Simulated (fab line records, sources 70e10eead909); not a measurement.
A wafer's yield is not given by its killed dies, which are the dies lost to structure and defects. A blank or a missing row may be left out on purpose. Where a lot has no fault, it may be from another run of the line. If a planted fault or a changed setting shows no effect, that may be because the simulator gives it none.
Which tool did it? | flow nand_harc | 6 lots with 18 wafers sampled at 5 steps, on a route of 1302 steps

## WHAT THE GAUGES READ, wafer by wafer
NHARC_END_SORT_01.
lot  | measured     | on        | killed_at_array
L686 | day 31 09:53 | prober-01 | 676 675 677

## TOOL THAT RAN EACH LOT (tool first, then ch and the chambers of the sampled wafers, then the start)
lot  | NHARC_A_STAIRCASE_CMP_450     | NHARC_A_SGD_CUT_ETCH_59            | NHARC_A_SGD_CUT_ETCH_16                     | NHARC_A_SGD_CUT_STRIP_17
L674 | cmp-01 ch 1,2,3, day 19 19:32 | rie_diel-03 ch 0,1,2, day 19 23:04 | rie_diel-03 ch 0,2,3, no start              | rie_diel-03 ch 1,3, no start
L681 | cmp-04 ch 0,1,2, day 23 23:26 | rie_diel-12 ch 0,2,3, day 24 02:33 | rie_diel-12 ch 0,1,2, no start              | rie_diel-12 ch 0,1,3, no start
L686 | cmp-02 ch 0,1,2, day 24 21:41 | rie_diel-12 ch 1,3, day 25 00:41   | rie_diel-12 ch 1,3, day 31 09:53 or earlier | rie_diel-12 ch 0,1,3, day 31 09:53 or earlier
L689 | cmp-04 ch 1,2,3, day 25 12:13 | rie_diel-12 ch 0,1,2, day 25 15:14 | rie_diel-12 ch 0,2,3, no start              | rie_diel-12 ch 1,2,3, no start
L692 | cmp-01 ch 0,1,2, day 27 02:46 | rie_diel-03 ch 1,2,3, day 27 05:43 | rie_diel-03 ch 1,2,3, no start              | rie_diel-03 ch 1,2,3, no start
L695 | cmp-01 ch 0,2, day 30 08:26   | rie_diel-03 ch 1,2, day 30 11:29   | rie_diel-03 ch 0,2, no start                | rie_diel-03 ch 0,2, no start
- NHARC_A_STAIRCASE_CMP_450: polishes SiO2, target thk 200 nm.
- NHARC_A_SGD_CUT_ETCH_59: etches the open film in N2/H2, target depth 260 nm, time 406.25 s.
- NHARC_A_SGD_CUT_ETCH_16: etches the open film in C4F8/O2/Ar, target depth 310.5 nm, time 155.2 s.
- NHARC_A_SGD_CUT_STRIP_17: strips in O2.

## THE ANSWER, worked out from the rows above alone
Rule: what is usual is taken from the lots themselves. Put in order of their means at a reading, lots are off if they are a third of the lots or fewer, leave a main group of 4 or more, and stand apart from it by a gap of 3 or more times the standard deviation of the main group's means; of several such gaps the widest counts. A main group whose means are all the same, to the digits that the tables above print for the reading, isn't used. Also off: a lot with no number at a reading for which 4 or more lots have one. The other lots that the step has rows for count as sound.
Across all readings shown, no lot is off: no conclusion can be drawn from this.

## WHAT THE SIMULATOR HAD INSERTED
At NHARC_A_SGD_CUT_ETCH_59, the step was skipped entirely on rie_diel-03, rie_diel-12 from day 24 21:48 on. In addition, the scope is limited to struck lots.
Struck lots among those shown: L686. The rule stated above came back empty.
